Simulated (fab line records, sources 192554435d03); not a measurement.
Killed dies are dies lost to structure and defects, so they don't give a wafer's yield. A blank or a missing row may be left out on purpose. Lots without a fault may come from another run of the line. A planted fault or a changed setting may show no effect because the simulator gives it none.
Which tool did it? | flow n5_finfet | 8 lots, 23 wafers sampled, at 6 steps of a route of 1938

WHAT THE GAUGES READ, wafer by wafer
N5_BEOL_M4_RC_MEAS_101.
lot  | measured     | on        | DIBL_N (mV/V)
L367 | day 8 08:29  | prober-01 | 35.7 36.7 35.8
L368 | day 8 10:45  | prober-01 | 36.4 36.8 36.8
L376 | day 10 14:41 | prober-02 | 35.1 34.4 33.7
L377 | day 10 21:17 | prober-02 | 38.7 37.9 35.8
L383 | day 12 04:40 | prober-01 | 37.4 37.3 37.6
L384 | day 12 13:58 | prober-02 | 36.0 35.6
L388 | day 13 09:25 | prober-01 | 32.6 34.9 34.2
L389 | day 13 20:34 | prober-02 | 37.5 36.8 38.2

WHICH TOOL RAN EACH LOT (tool, then ch and the chambers of the sampled wafers, then the start)
lot  | N5_FIN_SAQP_PECVD_48           | N5_FIN_SAQP_MANDREL_ETCH_22     | N5_FIN_SAQP_RECESS_75             | N5_FIN_SAQP_ETCH_57               | N5_FIN_SAQP_STRIP_70
L367 | pecvd-04 ch 0,1,2, day 2 03:37 | rie_si-06 ch 0,1,3, day 2 04:29 | vapor_etch-01 ch 0,1, day 2 04:55 | rie_diel-04 ch 0,1,2, day 2 06:16 | rie_diel-01 ch 0,1,2, day 2 07:02
L368 | pecvd-04 ch 0,1,2, day 2 10:13 | rie_si-04 ch 0,1,3, day 2 11:13 | vapor_etch-02 ch 0,1, day 2 11:39 | rie_diel-01 ch 1,2, day 2 14:31   | rie_diel-01 ch 0,1,2, day 2 15:17
L376 | pecvd-04 ch 0,1,2, day 4 10:39 | rie_si-06 ch 0,1,2, day 4 11:38 | vapor_etch-01 ch 0,1, day 4 12:05 | rie_diel-06 ch 0,3, day 4 13:31   | rie_diel-06 ch 2,3, day 4 14:17
L377 | pecvd-04 ch 0,2, day 4 16:19   | rie_si-06 ch 0,1, day 4 17:41   | vapor_etch-01 ch 0,1, day 4 18:18 | rie_diel-01 ch 0,1, day 4 19:33   | rie_diel-04 ch 2,3, day 4 20:19
L383 | pecvd-04 ch 0,1,2, day 6 03:56 | rie_si-06 ch 0,2,3, day 6 04:49 | vapor_etch-02 ch 0,1, day 6 05:14 | rie_diel-01 ch 2,3, day 6 06:47   | rie_diel-04 ch 0,1, day 6 07:36
L384 | pecvd-04 ch 2, day 6 13:07     | rie_si-02 ch 0,2, day 6 14:07   | vapor_etch-02 ch 1, day 6 14:35   | rie_diel-01 ch 2,3, day 6 16:29   | rie_diel-04 ch 0, day 6 17:18
L388 | pecvd-02 ch 0,1, day 7 10:01   | rie_si-06 ch 1,2,3, day 7 11:22 | vapor_etch-01 ch 0,1, day 7 11:47 | rie_diel-01 ch 1,2,3, day 7 13:09 | rie_diel-01 ch 0,2,3, day 7 13:55
L389 | pecvd-02 ch 0,2, day 7 15:28   | rie_si-06 ch 0,1,2, day 7 16:20 | vapor_etch-01 ch 0,1, day 7 16:54 | rie_diel-04 ch 0,2,3, day 7 18:07 | rie_diel-01 ch 1,2, day 7 18:53
- N5_FIN_SAQP_PECVD_48: deposits SiNx from SiH4/NH3/N2, target thk 25 nm, time 22.1 s.
- N5_FIN_SAQP_MANDREL_ETCH_22: etches a-Si in HBr/Cl2, stops on SiNx, target depth 60 nm, bt time 10 s, time 30 s.
- N5_FIN_SAQP_RECESS_75: chemistry HF/NH3, target SiO2, target depth 14.4 nm, afs cycles 3, sublimation time 60 s.
- N5_FIN_SAQP_ETCH_57: etches SiNx in CH3F/O2, target depth 32.5 nm, time 46.4 s.
- N5_FIN_SAQP_STRIP_70: strips in N2/H2.

THE ANSWER, worked out from the rows above alone
Rule: what is usual is taken from the lots themselves. Put in order of their means at a reading, lots are off if they are a third of the lots or fewer, leave a main group of 4 or more, and stand apart from it by a gap of 3 or more times the standard deviation of the main group's means; of several such gaps the widest counts. A main group whose means are all the same, to the digits that the tables above print for the reading, isn't used. A lot without any number at a reading at which 4 lots or more have one is off too. The other lots that the step has rows for count as sound.
No lot is off at any reading shown: from this, nothing can be told.

WHAT THE SIMULATOR HAD PUT IN
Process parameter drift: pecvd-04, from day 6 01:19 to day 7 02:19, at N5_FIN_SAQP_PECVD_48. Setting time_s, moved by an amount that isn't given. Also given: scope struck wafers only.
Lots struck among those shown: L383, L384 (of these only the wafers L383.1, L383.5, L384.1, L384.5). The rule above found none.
